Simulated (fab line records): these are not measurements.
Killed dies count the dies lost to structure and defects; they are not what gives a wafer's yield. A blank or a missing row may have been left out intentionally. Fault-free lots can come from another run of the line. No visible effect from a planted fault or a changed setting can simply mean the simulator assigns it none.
Chamber matching + flow nand harc + NHARC_A_M1_DEP_33 on pecvd-02 has 3 sister chambers
The step deposits SiCN, target thk 30 nm. 16 wafers are shown with their chamber, then 8 later ones without.

== EACH WAFER AND ITS CHAMBER ==
| wafer  | chamber | heater power w (W) | rf fwd power W (W) |
|--------|---------|--------------------|--------------------|
| L074.1 | 0       | 531                | 446.0              |
| L074.2 | 2       | 606                | 451.0              |
| L074.5 | 2       | 612                | 448.6              |
| L082.1 | 0       | 491                | 449.8              |
| L082.5 | 2       | 581                | 449.9              |
| L082.6 | 1       | 627                | 449.5              |
| L081.2 | 0       | 481                | 449.4              |
| L081.5 | 0       | 471                | 451.7              |
| L081.6 | 2       | 571                | 448.7              |
| L083.1 | 2       | 579                | 450.9              |
| L083.2 | 0       | 537                | 449.0              |
| L083.3 | 1       | 677                | 449.2              |
| L085.4 | 0       | 430                | 449.1              |
| L085.5 | 1       | 726                | 449.5              |
| L085.6 | 2       | 507                | 449.4              |
| L091.1 | 0       | 462                | 448.1              |

SIGNATURES (means of the wafers above)
| reading        | chamber 0 | chamber 1 | chamber 2 | scatter within a chamber |
|----------------|-----------|-----------|-----------|--------------------------|
| heater power w | 486.14    | 676.67    | 576.00    | 39.7                     |
| rf fwd power W | 449.014   | 449.400   | 449.750   | 1.34                     |
Rule: distance of a wafer from a chamber = root of the sum over the readings of ((wafer's reading minus chamber's mean) / reading's scatter) squared. The wafer belongs to the nearest chamber; if the next one is less than 2 further off, it can't be placed. How the scatter is found: for the shown wafers, subtract from each reading the mean of its chamber, square and add these, divide the total by (wafers less chambers), then take the root.

== WAFERS WITH NO CHAMBER GIVEN ==
| wafer  | heater power w (W) | rf fwd power W (W) |
|--------|--------------------|--------------------|
| L091.3 | 662                | 450.2              |
| L091.5 | 680                | 450.3              |
| L092.2 | 567                | 447.8              |
| L092.5 | 570                | 449.3              |
| L092.6 | 525                | 450.6              |
| L096.2 | 534                | 451.8              |
| L096.3 | 566                | 451.2              |
| L096.4 | 661                | 449.0              |

== EACH ONE'S CHAMBER ==
| wafer  | from the rows above          | in truth |
|--------|------------------------------|----------|
| L091.3 | can't be placed: 1 or 2      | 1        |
| L091.5 | can't be placed: 1 or 2      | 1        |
| L092.2 | can't be placed: 2 or 0 or 1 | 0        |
| L092.5 | can't be placed: 2 or 0      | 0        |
| L092.6 | can't be placed: 2 or 0      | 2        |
| L096.2 | can't be placed: 2 or 0      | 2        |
| L096.3 | can't be placed: 2 or 0 or 1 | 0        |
| L096.4 | can't be placed: 1 or 2      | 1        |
Placed correctly: 0 of 8. Can't be placed from these rows: 8 (the true chamber is among the candidates in 8). Number placed wrongly: 0.
